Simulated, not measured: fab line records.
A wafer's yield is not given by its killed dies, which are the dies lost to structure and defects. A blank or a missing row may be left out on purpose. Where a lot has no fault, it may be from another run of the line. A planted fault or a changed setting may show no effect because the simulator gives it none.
A lot that was struck, set against a sound lot | flow nand_harc | 13 out of 1302 route steps
Sound: these wafers, L296.3, L296.4, L296.6. Struck: wafers L310.1, L310.5, L310.6. At the end, the cause is stated.
At each step with rows: each side's tool, then ch and its chambers, then its first start. Under that, the readings that differ: sound wafers | struck wafers | difference of the means | sigmas: that difference in standard deviations of wafers without a fault.
alike: readings whose means differ by less than 2 such deviations, and words and numbers that are the same on both sides. not compared: withheld readings, readings that some wafer has no value for, bounds like >300 that may hide the same value, and numbers for which the record gives no deviation and whose values overlap.
A row with sigmas, a row that says differs or no value, or rows on one side alone: a step with any of these is where the two part. Numbers that don't overlap but have no deviation are shown without sigmas and don't part them. A reading missing from all wafers of one side parts the sides only when that side holds two or more wafers.

first, 1 step without rows for these wafers: NHARC_A_ONON_D1_DEP_03 (target thk 1000 nm).
NHARC_A_ONON_D1_THK_MEAS_05: measures by ellipsometry.
  sound on film_metro-02 at day 8 08:25; struck on film_metro-01 at day 13 18:59
  alike: thk_nm
then, 1 step without rows for these wafers: NHARC_A_ONON_D1_DEP_06 (target thk 1000 nm).
NHARC_A_ONON_D1_THK_MEAS_08: measures by ellipsometry.
  sound on film_metro-01 at day 8 08:59; struck on film_metro-01 at day 13 19:33
  alike: thk_nm
then, 1 step without rows for these wafers: NHARC_A_ONON_D1_DEP_09 (target thk 1000 nm).
NHARC_A_ONON_D1_THK_MEAS_11: measures by ellipsometry.
  sound on film_metro-01 at day 8 09:33; struck on film_metro-02 at day 13 20:07
  alike: thk_nm
then, 1 step without rows for these wafers: NHARC_A_ONON_D1_DEP_12 (target thk 1000 nm).
NHARC_A_ONON_D1_THK_MEAS_14: measures by ellipsometry.
  sound on film_metro-01 at day 8 10:08; struck on film_metro-02 at day 13 20:41
  alike: thk_nm
then, 2 steps without rows for these wafers: NHARC_A_ONON_D1_ANNEAL_15 (time 3600 s); NHARC_A_ONON_D1_DEP_16 (target thk 1000 nm).
NHARC_A_ONON_D1_THK_MEAS_18: measures by ellipsometry.
  sound on film_metro-01 at day 8 19:07; struck on film_metro-02 at day 14 04:28
  alike: thk_nm
NHARC_A_ONON_D1_DEP_19: target thk 1000 nm.
  sound on pecvd_onon-04 ch 0, day 8 19:17; struck on pecvd_onon-03, day 14 04:31
  no value came back on the struck wafers for n2_flow_sccm (sccm), n2o_flow_sccm (sccm), sih4_flow_sccm (sccm); on the sound wafers n2_flow_sccm (sccm) reads 2756 2759 2746
-- jump in the record: it breaks off in module A_ONON_D1 and resumes in module END (first step shown: number 1302 of the route), and 16 days separate the struck wafers' starts before and after --
NHARC_END_SORT_01:
  the record has rows for the struck wafers here (prober-01 ch 0, day 30 13:16) and none for the sound ones

== WHERE THEY PART ==
First at NHARC_A_ONON_D1_DEP_19; last, within this record, at NHARC_END_SORT_01.

WHY: what the simulator had put in
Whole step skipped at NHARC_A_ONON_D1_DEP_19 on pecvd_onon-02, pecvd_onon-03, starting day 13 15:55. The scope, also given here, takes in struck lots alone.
